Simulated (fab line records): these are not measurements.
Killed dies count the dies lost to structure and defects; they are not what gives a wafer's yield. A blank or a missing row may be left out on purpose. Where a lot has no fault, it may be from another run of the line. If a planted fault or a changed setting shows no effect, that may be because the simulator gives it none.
Chamber matching || flow n5-finfet || 4 sister chambers for N5_BEOL_M2_ALD_84 on ald-metal-01
The step deposits TaN, pulse time 2 s, purge time 3 s, co reactant purge time 2 s. 8 wafers are shown with their chamber, then 10 later ones without.

WAFERS WITH THEIR CHAMBER
{"wafer": "L084.1", "chamber": 3, "heater-power-w (W)": 360}
{"wafer": "L084.3", "chamber": 2, "heater-power-w (W)": 433}
{"wafer": "L084.6", "chamber": 0, "heater-power-w (W)": 470}
{"wafer": "L087.1", "chamber": 0, "heater-power-w (W)": 479}
{"wafer": "L087.2", "chamber": 1, "heater-power-w (W)": 399}
{"wafer": "L087.3", "chamber": 2, "heater-power-w (W)": 416}
{"wafer": "L087.4", "chamber": 3, "heater-power-w (W)": 362}
{"wafer": "L087.5", "chamber": 1, "heater-power-w (W)": 395}

WAFERS WITH NO CHAMBER GIVEN
{"wafer": "L087.6", "heater-power-w (W)": 426}
{"wafer": "L091.2", "heater-power-w (W)": 388}
{"wafer": "L091.4", "heater-power-w (W)": 485}
{"wafer": "L091.6", "heater-power-w (W)": 430}
{"wafer": "L092.2", "heater-power-w (W)": 474}
{"wafer": "L092.3", "heater-power-w (W)": 402}
{"wafer": "L092.5", "heater-power-w (W)": 426}
{"wafer": "L096.3", "heater-power-w (W)": 359}
{"wafer": "L096.4", "heater-power-w (W)": 475}
{"wafer": "L096.5", "heater-power-w (W)": 433}

WHICH CHAMBER EACH ONE RAN IN
{"wafer": "L087.6", "from the rows above": 2, "in truth": 2}
{"wafer": "L091.2", "from the rows above": 1, "in truth": 1}
{"wafer": "L091.4", "from the rows above": 0, "in truth": 0}
{"wafer": "L091.6", "from the rows above": 2, "in truth": 2}
{"wafer": "L092.2", "from the rows above": 0, "in truth": 0}
{"wafer": "L092.3", "from the rows above": 1, "in truth": 1}
{"wafer": "L092.5", "from the rows above": 2, "in truth": 2}
{"wafer": "L096.3", "from the rows above": 3, "in truth": 3}
{"wafer": "L096.4", "from the rows above": 0, "in truth": 0}
{"wafer": "L096.5", "from the rows above": 2, "in truth": 2}
Placed correctly: 10 of 10. Can't be placed from these rows: 0. Number placed wrongly: 0.
How it was worked out, from the rows above alone: a wafer's distance from a chamber is the root of the sum, over the readings, of the square of ((its reading less the chamber's mean) divided by the reading's scatter). The wafer belongs to the nearest chamber; if the next one is less than 2 further off, it can't be placed. For every chamber, the mean is computed from those of its wafers that are shown. The scatter: take each reading less its chamber's mean, square it, sum over the shown wafers, divide by the number of wafers less the number of chambers, and take the root.
